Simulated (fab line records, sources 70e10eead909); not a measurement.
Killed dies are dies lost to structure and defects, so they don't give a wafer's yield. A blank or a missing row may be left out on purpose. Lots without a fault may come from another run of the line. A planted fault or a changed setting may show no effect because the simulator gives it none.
fab line records | flow nand_harc
record lots=5 wafers=15 last_day=31
route steps=1302 shown A_M0@1166 A_M1@1169 END@1302
lots that met no fault: from a run of the same line without faults
start_h: hours from the record's first day to the start of the lot's first wafer shown | wait_h: hours since the lot's step before | " the same as in the row above | L1.1+2: a row that stands for several wafers | - no value, or no start given | * or withheld: withheld | < > ~ a bound
route shown NAME@n: a module of which the file shows steps, and the number in the route of the first | usual: mean/standard deviation of fault-free wafers | same: alike in all rows | chamber/n: place in a boat | sites: the reading at each site | _std_site: their standard deviation | _edge_site: outer sites' mean less inner sites' | radius_mm: how far each site lies from the wafer's centre | mask NAME#n: copy n | behind: the tool/chamber that last shaped the wafer | hold: why the lot was held/for how many hours/how that ended | device: the transistor (n, p or np) that didn't switch | end of line: the same wafers' tests at the end of the route | a step without rows: its recipe alone | killed: dies lost to structure and defects at the first sort, not the wafer's yield | map: a wafer's dies, x killed, . not, _ none there
set.NAME: the setting as run; set.NAME@STEP: as run at that earlier step | model.NAME: the simulator's own value behind a step, which no gauge read
lots at some steps of the route; a table a step, a row a wafer
services: from which hour (start_h, from the record's first day; less than 0 if before it) a tool's chamber was out of use, for how many hours, and why
## steps
# step NHARC_A_M0_INSPECT_27
# usual raw_defect_count=534/160
# columns lot.wafer tool chamber start_h wait_h raw_defect_count
L826.2 defect_inspect-01 - 578.77 0.0 532
L826.3 " - " " 794
L826.6 " - " " 456
L827.1 defect_inspect-01 - 604.97 0.0 788
L827.4 " - " " 845
L827.5 " - " " 935
L833.3 defect_inspect-02 - 657.23 0.0 469
L833.4 " - " " 446
L833.5 " - " " 381
L836.3 defect_inspect-01 - 688.79 0.0 520
L836.5 " - " " 613
L836.6 " - " " 448
L838.1 defect_inspect-02 - 708.43 0.0 426
L838.2 " - " " 403
L838.3 " - " " 312
# step NHARC_A_M0_PRE_CLEAN_31
# recipe time_s=12 temp_c=370 rf_power_w=300 gas=NH3
# usual heater_power_w=601/88
# same time_s=12
# columns lot.wafer tool chamber start_h wait_h heater_power_w
L826.3 pecvd-02 2 578.84 0.1 737
L826.2 " 0 " " 562
L826.6 " 1 " " 547
L827.1 pecvd-04 2 605.04 0.1 557
L827.5 " 2 " " 544
L827.4 " 1 " " 546
L833.3 pecvd-04 2 657.29 0.1 625
L833.4 " 2 " " 639
L833.5 " 0 " " 671
L836.3 pecvd-03 2 688.86 0.1 670
L836.6 " 2 " " 649
L836.5 " 1 " " 550
L838.1 pecvd-02 1 708.50 0.1 524
L838.2 " 2 " " 692
L838.3 " 0 " " 509
# step NHARC_A_M0_DEP_32
# recipe target_thk_a=300 temp_c=370 target_thk_nm=30 pressure_torr=3 flow_sccm=200 rf_w=450 material=SiCN
# usual chamber_pressure_Torr=3.000/0.007 heater_power_w=549/93
# columns lot.wafer tool chamber start_h wait_h chamber_pressure_Torr heater_power_w
L826.3 pecvd-02 2 578.92 0.1 3.003 721
L826.2 " 0 " " 2.991 454
L826.6 " 1 " " 3.000 520
L827.1 pecvd-04 2 605.12 0.1 2.991 463
L827.5 " 2 " " 2.995 462
L827.4 " 1 " " 2.994 452
L833.3 pecvd-04 2 657.37 0.1 3.004 515
L833.4 " 2 " " 3.000 536
L833.5 " 0 " " 2.996 736
L836.3 pecvd-03 2 688.94 0.1 3.007 510
L836.6 " 2 " " 3.002 521
L836.5 " 1 " " 2.987 473
L838.1 pecvd-02 1 708.58 0.1 3.013 430
L838.2 " 2 " " 2.989 567
L838.3 " 0 " " 2.988 428
# step NHARC_A_M1_DEP_00
# recipe target_thk_a=1825 target_thk_nm=182.5 temp_c=withheld pressure_torr=5 flow_sccm=200 rf_w=600 material=SiOC
# step NHARC_A_M1_DEHYDRATE_01
# recipe temp_c=150 time_s=120
# step NHARC_A_M1_HMDS_02
# recipe time_s=30
# step NHARC_A_M1_COAT_34
# recipe temp_c=200 time_s=65
# step NHARC_A_M1_COAT_03
# recipe spin_rpm=1500 resist_thk_nm=90
# step NHARC_A_M1_SOFTBAKE_04
# recipe temp_c=105 time_s=55
# step NHARC_A_M1_EBR_05
# step NHARC_A_M1_EXPOSE_06
# recipe na=1.35 target_cd_nm=120 dose_mj=75.13 mask_id=A_M1
# step NHARC_A_M1_PEB_07
# recipe peb_temp_c=100 peb_time_s=65
# step NHARC_A_M1_DEVELOP_08
# recipe develop_time_s=35 dev_temp_c=23
# columns lot.wafer tool chamber start_h wait_h
L826.2+3+6 litho_track-06 0 579 -
L827.1+4+5 litho_track-06 0 606 -
L833.3+4+5 litho_track-01 0 658 -
L836.3+5+6 litho_track-04 0 690 -
L838.1+2+3 litho_track-01 0 709 -
# step NHARC_A_M1_CD_MEAS_09
# recipe target_cd_nm=120 landing_energy_ev=500
# usual cd_nm=120.2/0.71
# columns lot.wafer tool chamber start_h wait_h cd_nm
L826.2 cd_sem-03 0 580.05 - 120.4
L826.3 " 0 " " 118.9
L826.6 " 0 " " 120.2
L827.1 cd_sem-03 0 606.36 - 119.3
L827.4 " 0 " " 118.5
L827.5 " 0 " " 121.6
L833.3 cd_sem-03 0 658.50 - 119.8
L833.4 " 0 " " 120.2
L833.5 " 0 " " 119.9
L836.3 cd_sem-03 0 690.17 - 120.4
L836.5 " 0 " " 119.9
L836.6 " 0 " " 120.7
L838.1 cd_sem-01 0 709.70 - 120.5
L838.2 " 0 " " 120.3
L838.3 " 0 " " 120.6
# step NHARC_A_M1_OVL_MEAS_10
# recipe pitch_nm=240
# usual overlay_x_nm=0.3/1 overlay_y_nm=-0.2/1
# columns lot.wafer tool chamber start_h wait_h overlay_x_nm overlay_y_nm
L826.2 overlay-02 - 580.13 - 1.4 -0.9
L826.3 " - " " 1.0 -0.8
L826.6 " - " " 1.2 -0.5
L827.1 overlay-02 - 606.45 - 0.4 -0.4
L827.4 " - " " -0.4 -0.4
L827.5 " - " " 0.2 -0.3
L833.3 overlay-02 - 658.58 - -1.1 -1.3
L833.4 " - " " -0.7 -0.5
L833.5 " - " " -0.7 -0.5
L836.3 overlay-02 - 690.25 - 1.2 -1.7
L836.5 " - " " 0.5 -1.8
L836.6 " - " " 0.6 -1.5
L838.1 overlay-01 - 709.79 - 0.7 -1.4
L838.2 " - " " 0.6 -1.4
L838.3 " - " " 0.2 -1.2
# step NHARC_A_M1_INSPECT_11
# usual raw_defect_count=91/34
# columns lot.wafer tool chamber start_h wait_h raw_defect_count
L826.2 defect_inspect-01 - 580.17 0.0 67
L826.3 " - " " 62
L826.6 " - " " 54
L827.1 defect_inspect-01 - 606.49 0.0 133
L827.4 " - " " 132
L827.5 " - " " 125
L833.3 defect_inspect-01 - 658.62 0.0 67
L833.4 " - " " 81
L833.5 " - " " 70
L836.3 defect_inspect-01 - 690.29 0.0 124
L836.5 " - " " 107
L836.6 " - " " 116
L838.1 defect_inspect-02 - 709.83 0.0 101
L838.2 " - " " 88
L838.3 " - " " 72
# step NHARC_A_M1_DESCUM_14
# recipe time_s=3 o2_flow_sccm=200 ar_flow_sccm=0 bias_power_w=0 chemistry=O2
# usual drypump_motor_current_A=5.92/0.21 o2_flow_sccm=200.0/0.59 oes_product_au=1.004/0.016 rf_vpp_V=57.7/0.83 showerhead_plenum_p_Torr=1.87/0.071 throttle_valve_pct=11.310/0.0094
# same time_s=3
# columns lot.wafer tool chamber start_h wait_h drypump_motor_current_A o2_flow_sccm oes_product_au rf_hours_counter_h rf_vpp_V showerhead_plenum_p_Torr throttle_valve_pct model.A_M1.cd_nm
L826.3 rie_diel-05 1 580.25 0.1 6.01 200.4 0.997 7.4 57.7 1.93 11.308 118
L826.2 " 2 " " 5.81 199.6 1.012 7.0 57.8 1.98 11.295 120
L826.6 " 3 " " 5.80 200.7 1.003 - 56.9 1.88 11.312 120.1
L827.1 rie_diel-03 2 606.56 0.1 5.47 200.3 1.005 8.0 58.0 1.98 11.302 118.9
L827.4 " 3 " " 5.66 199.1 1.006 7.6 59.2 2.04 11.291 119.3
L827.5 " 2 " " 5.48 199.8 0.998 - 57.7 1.98 11.308 121.4
L833.4 rie_diel-01 3 658.69 0.1 5.74 200.2 1.014 2.2 57.9 1.79 11.305 119.1
L833.3 " 1 " " 5.87 200.1 1.027 2.2 56.7 1.82 11.304 119.9
L833.5 " 2 " " 6.35 200.2 1.024 - 57.8 1.83 11.310 119.9
L836.3 rie_diel-01 1 690.35 0.1 5.87 199.4 1.018 3.5 56.9 1.82 11.316 120.3
L836.5 " 1 " " 5.87 199.1 1.013 - 58.4 1.82 11.306 119.8
L836.6 " 2 " " 6.30 199.6 0.997 - 58.1 1.83 11.314 121
L838.3 rie_diel-05 1 709.89 0.1 6.01 200.2 0.978 6.7 56.5 1.93 11.320 121.4
L838.2 " 3 " " 5.79 200.6 1.011 6.7 57.7 1.88 11.311 120.4
L838.1 " 0 " " 5.97 199.5 0.985 6.5 56.6 1.79 11.305 121.3
# step NHARC_A_M1_ETCH_35
# recipe target_depth_a=400 overetch_a=120 time_s=43.94 ion_energy_ev=200 n2_flow_sccm=150 h2_flow_sccm=150 ar_flow_sccm=0 rf_w=400 bias_w=150 chemistry=N2/H2
# usual drypump_motor_current_A=5.92/0.21 oes_product_au=1.002/0.016 rf_vpp_V=429.4/2.4 showerhead_plenum_p_Torr=2.00/0.08 throttle_valve_pct=14.171/0.0093
# same time_s=43.94
# columns lot.wafer tool chamber start_h wait_h drypump_motor_current_A oes_product_au rf_hours_counter_h rf_vpp_V showerhead_plenum_p_Torr throttle_valve_pct
L826.2 rie_diel-05 0 580.31 0.1 5.97 0.995 7.8 427.9 1.91 14.164
L826.3 " 3 " " 5.77 1.003 7.3 428.1 2.01 14.180
L826.6 " 0 " " 5.95 1.007 - 428.3 1.91 14.163
L827.1 rie_diel-03 1 606.64 0.1 6.19 1.009 8.2 427.1 1.92 14.179
L827.4 " 3 " " 5.67 1.004 7.6 434.7 2.18 14.174
L827.5 " 0 " " 5.21 1.000 - 433.2 2.15 14.170
L833.3 rie_diel-01 3 658.77 0.1 5.76 1.008 2.2 426.3 1.91 14.165
L833.4 " 0 " " 6.05 1.005 2.1 428.4 2.01 14.159
L833.5 " 3 " " 5.77 1.006 - 426.0 1.91 14.176
L836.3 rie_diel-01 2 690.44 0.1 6.33 1.001 3.7 429.6 1.95 14.164
L836.6 " 1 " " 5.89 1.017 - 427.1 1.93 14.169
L836.5 " 2 " " 6.33 1.012 - 426.7 1.95 14.168
L838.3 rie_diel-05 2 709.98 0.1 5.85 1.022 6.9 432.2 2.11 14.161
L838.2 " 3 " " 5.80 1.026 6.7 430.9 2.00 14.164
L838.1 " 0 " " 5.99 0.985 6.5 426.3 1.91 14.182
# step NHARC_END_SORT_01
# recipe temp_c=25
# usual defect_limited_yield=89.9/2.9 killed_at_array=64/20 killed_at_other=0.7/1.1 killed_at_periphery=3.6/2.7 killed_dies=68/20 killed_open=2.8/1.9 killed_short=2.3/1.5
# same gross_dies=677
# columns lot.wafer tool chamber start_h wait_h defect_limited_yield[%] killed_at_array killed_at_other killed_at_periphery killed_dies killed_open killed_short
L826.2 prober-01 0 620.23 2.8 91.7 50 6 0 56 1 1
L826.3 prober-01 0 621.03 3.1 93.1 41 3 3 47 0 1
L826.6 prober-01 0 623.42 4.0 93.2 42 4 0 46 2 2
L827.1 prober-02 0 645.55 2.5 86.4 90 1 1 92 3 3
L827.4 prober-02 0 647.98 3.4 87.9 81 0 1 82 1 1
L827.5 prober-02 0 648.79 3.7 87.0 85 1 2 88 8 2
L833.3 prober-01 0 698.24 3.1 91.7 48 0 8 56 7 2
L833.4 prober-01 0 699.04 3.4 90.3 52 0 14 66 5 4
L833.5 prober-01 0 699.85 3.7 92.8 43 0 6 49 6 1
L838.1 prober-02 0 746.01 2.5 86.4 79 0 13 92 5 1
L838.2 prober-02 0 746.82 2.8 89.7 63 1 6 70 2 5
L838.3 prober-02 0 747.62 3.1 91.0 55 1 5 61 1 2
# killed by level:class
L826.2 A_SLIT:chamber_film_flake=23 A_CHANNEL_HOLE_D2:chamber_film_flake=12 THIN_TSV:chamber_film_flake=6 A_CHANNEL_FILL_D1:chamber_film_flake=4 A_STAIRCASE:chamber_film_flake=3 A_CONTACT:chamber_film_flake=3 A_CHANNEL_HOLE_D1:chamber_film_flake=2 A_DECK1_JOINT:geometric_particle:short=1
L826.3 A_SLIT:chamber_film_flake=24 A_STAIRCASE:chamber_film_flake=5 A_CHANNEL_HOLE_D1:chamber_film_flake=3 A_CHANNEL_HOLE_D2:chamber_film_flake=3 THIN_TSV:chamber_film_flake=3 P_ZERO_WELL:chamber_film_flake=2 A_CHANNEL_FILL_D2:chamber_film_flake=2 A_CHANNEL_FILL_D2:geometric_particle:short=1
L826.6 A_SLIT:chamber_film_flake=25 THIN_TSV:chamber_film_flake=4 A_CONTACT:chamber_film_flake=3 A_CHANNEL_HOLE_D1:chamber_film_flake=2 A_CHANNEL_HOLE_D2:chamber_film_flake=2 A_BONDPAD:chamber_film_flake=2 A_ONON_D1:geometric_particle:open=1 A_ONON_D1:geometric_particle:short=1
L827.1 A_CHANNEL_HOLE_D1:chamber_film_flake=35 A_SLIT:chamber_film_flake=33 A_CHANNEL_HOLE_D2:chamber_film_flake=10 A_CONTACT:chamber_film_flake=3 A_SOURCE_PLATE:geometric_particle:open=1 A_ONON_D2:geometric_particle:short=1 A_CHANNEL_FILL_D2:geometric_particle:open=1 A_CHANNEL_FILL_D2:geometric_particle:short=1
L827.4 A_CHANNEL_HOLE_D1:chamber_film_flake=41 A_SLIT:chamber_film_flake=27 A_CHANNEL_HOLE_D2:chamber_film_flake=6 A_CONTACT:chamber_film_flake=3 A_ONON_D1:geometric_particle:short=1 A_BLC:geometric_particle:open=1 P_ZERO_WELL:chamber_film_flake=1 A_CHANNEL_FILL_D1:chamber_film_flake=1
L827.5 A_CHANNEL_HOLE_D1:chamber_film_flake=30 A_SLIT:chamber_film_flake=27 A_CHANNEL_HOLE_D2:chamber_film_flake=7 A_CONTACT:chamber_film_flake=4 A_CHANNEL_FILL_D2:chamber_film_flake=3 A_STAIRCASE:chamber_film_flake=3 A_M0:geometric_particle:open=2 P_M0:geometric_particle:open=1
L833.3 A_CHANNEL_HOLE_D1:chamber_film_flake=31 A_STAIRCASE:chamber_film_flake=6 P_CONTACT:chamber_film_flake=3 P_CONTACT:geometric_particle:open=2 P_ZERO_WELL:chamber_film_flake=2 A_CONTACT:chamber_film_flake=2 A_ONON_D1:geometric_particle:open=1 A_CHANNEL_HOLE_D1:geometric_particle:open=1
L833.4 A_CHANNEL_HOLE_D1:chamber_film_flake=29 P_CONTACT:chamber_film_flake=6 A_SLIT:chamber_film_flake=5 P_STI:chamber_film_flake=4 A_SOURCE_PLATE:geometric_particle:open=2 P_M2:chamber_film_flake=2 A_STAIRCASE:chamber_film_flake=2 A_CHANNEL_HOLE_D2:chamber_film_flake=2
L833.5 A_CHANNEL_HOLE_D1:chamber_film_flake=32 P_ZERO_WELL:chamber_film_flake=3 A_STAIRCASE:chamber_film_flake=2 P_STI:chamber_film_flake=2 A_SOURCE_PLATE:geometric_particle:open=1 A_CHANNEL_HOLE_D1:geometric_particle:short=1 A_CHANNEL_FILL_D1:geometric_particle:open=1 A_ONON_D2:geometric_particle:open=1
L838.1 A_SLIT:chamber_film_flake=40 A_CHANNEL_HOLE_D1:chamber_film_flake=19 A_STAIRCASE:chamber_film_flake=7 P_GATE:chamber_film_flake=5 A_CONTACT:chamber_film_flake=4 P_ZERO_WELL:chamber_film_flake=3 P_M1:chamber_film_flake=3 A_CHANNEL_FILL_D2:chamber_film_flake=2
L838.2 A_SLIT:chamber_film_flake=28 A_CHANNEL_HOLE_D1:chamber_film_flake=14 A_STAIRCASE:chamber_film_flake=10 A_CONTACT:chamber_film_flake=4 P_ZERO_WELL:chamber_film_flake=3 P_GATE:chamber_film_flake=2 P_CONTACT:geometric_particle:short=1 A_ONON_D1:geometric_particle:short=1
L838.3 A_SLIT:chamber_film_flake=27 A_CHANNEL_HOLE_D1:chamber_film_flake=10 A_STAIRCASE:chamber_film_flake=8 P_GATE:chamber_film_flake=4 A_CONTACT:chamber_film_flake=4 A_CHANNEL_FILL_D2:geometric_particle:short=1 A_BLC:geometric_particle:open=1 A_M0:geometric_particle:short=1
## services
# columns tool chamber start_h hours kind
rie_diel-01 - 557.80 9.0 pm
rie_diel-01 0 557.80 9.0 vent_cycle
rie_diel-01 1 557.80 9.0 vent_cycle
rie_diel-01 2 557.80 9.0 vent_cycle
rie_diel-01 3 557.80 9.0 vent_cycle
rie_diel-05 1 562.57 6.9 repair
rie_diel-05 0 562.60 - clean
rie_diel-05 2 562.60 - clean
rie_diel-05 3 562.60 - clean
rie_diel-01 0 566.80 - clean
rie_diel-01 1 566.80 - clean
pecvd-04 2 583.16 2.0 repair
rie_diel-05 - 583.60 9.0 pm
pecvd-02 - 589.10 13.0 pm
pecvd-03 - 595.11 0.5 repair
pecvd-04 - 631.27 13.0 pm
rie_diel-03 - 635.30 9.0 pm
rie_diel-03 3 645.45 1.9 repair
pecvd-02 - 678.61 0.7 repair
litho_track-01 - 680.00 7.0 pm
rie_diel-01 - 681.01 3.2 repair
rie_diel-01 0 692.81 4.3 repair
rie_diel-01 - 703.85 2.2 repair
litho_track-06 - 704.00 7.0 pm
## key
first_sign none at tools or gauges
model_effect step=NHARC_A_M1_DESCUM_14 value=A_M1.cd_nm without=120 struck=121.4
met_at NHARC_A_M1_DEVELOP_08
struck_wafers L827.5
onset_between 579 606
fault kind=process_parameter_drift tool=litho_track-06 chamber=- onset_h=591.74 steps=NHARC_A_M1_DEVELOP_08 channel=develop_time_s offset=* shape=step end_h=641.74 scope=struck_wafers_only acts_in=* stated=*
